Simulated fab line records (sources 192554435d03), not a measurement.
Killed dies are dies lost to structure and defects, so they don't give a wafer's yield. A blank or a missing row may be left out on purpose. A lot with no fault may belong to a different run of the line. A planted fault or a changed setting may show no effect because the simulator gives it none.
Matching of chambers :: flow n5Finfet :: 3 sister chambers for N5_BEOL_M3_ILD_DEP_00 on pecvd-03
The step deposits SiOC from DEMS/O2, target thk 79 nm, time 15.3 s. 6 wafers are shown with their chamber, then 11 later ones without.

== WAFERS PAIRED WITH THEIR CHAMBERS ==
wafer: L082.1
chamber: 1
throttleValvePct (%): 12.3
heaterPowerW (W): 451

wafer: L082.4
chamber: 1
throttleValvePct (%): 12.0
heaterPowerW (W): 448

wafer: L084.3
chamber: 2
throttleValvePct (%): 11.0
heaterPowerW (W): 459

wafer: L084.4
chamber: 2
throttleValvePct (%): 11.0
heaterPowerW (W): 468

wafer: L084.6
chamber: 0
throttleValvePct (%): 11.8
heaterPowerW (W): 577

wafer: L086.1
chamber: 0
throttleValvePct (%): 11.6
heaterPowerW (W): 489

== WAFERS WHOSE CHAMBER IS MISSING ==
wafer: L086.3
throttleValvePct (%): 12.1
heaterPowerW (W): 511

wafer: L086.4
throttleValvePct (%): 11.9
heaterPowerW (W): 509

wafer: L089.2
throttleValvePct (%): 12.1
heaterPowerW (W): 489

wafer: L089.4
throttleValvePct (%): 12.1
heaterPowerW (W): 484

wafer: L089.5
throttleValvePct (%): 11.8
heaterPowerW (W): 537

wafer: L095.1
throttleValvePct (%): 11.5
heaterPowerW (W): 571

wafer: L095.3
throttleValvePct (%): 12.1
heaterPowerW (W): 474

wafer: L095.6
throttleValvePct (%): 11.6
heaterPowerW (W): 561

wafer: L096.1
throttleValvePct (%): 11.9
heaterPowerW (W): 501

wafer: L096.4
throttleValvePct (%): 11.8
heaterPowerW (W): 511

wafer: L096.5
throttleValvePct (%): 12.2
heaterPowerW (W): 507

== WHICH CHAMBER EACH WENT THROUGH ==
wafer: L086.3
from the rows above: can't be placed: 1 or 0
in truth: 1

wafer: L086.4
from the rows above: can't be placed: 0 or 1
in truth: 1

wafer: L089.2
from the rows above: can't be placed: 1 or 0
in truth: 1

wafer: L089.4
from the rows above: 1
in truth: 1

wafer: L089.5
from the rows above: 0
in truth: 0

wafer: L095.1
from the rows above: 0
in truth: 0

wafer: L095.3
from the rows above: 1
in truth: 1

wafer: L095.6
from the rows above: 0
in truth: 0

wafer: L096.1
from the rows above: can't be placed: 0 or 1
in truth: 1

wafer: L096.4
from the rows above: 0
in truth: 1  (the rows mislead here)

wafer: L096.5
from the rows above: can't be placed: 1 or 0
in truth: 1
Correctly placed: 5 of 11. From these rows, 5 cannot be placed; in 5 the true chamber is one of the candidates. Placed wrongly: 1.
How it was worked out, from the rows above alone: a wafer's distance from a chamber is the root of the sum, over the readings, of the square of ((its reading less the chamber's mean) divided by the reading's scatter). The wafer belongs to the nearest chamber; if the next one is less than 2 further off, it can't be placed. A chamber's mean is the mean of its shown wafers. The scatter: the root of (the sum of the squares of (reading less its chamber's mean) over the shown wafers, divided by (wafers less chambers)).
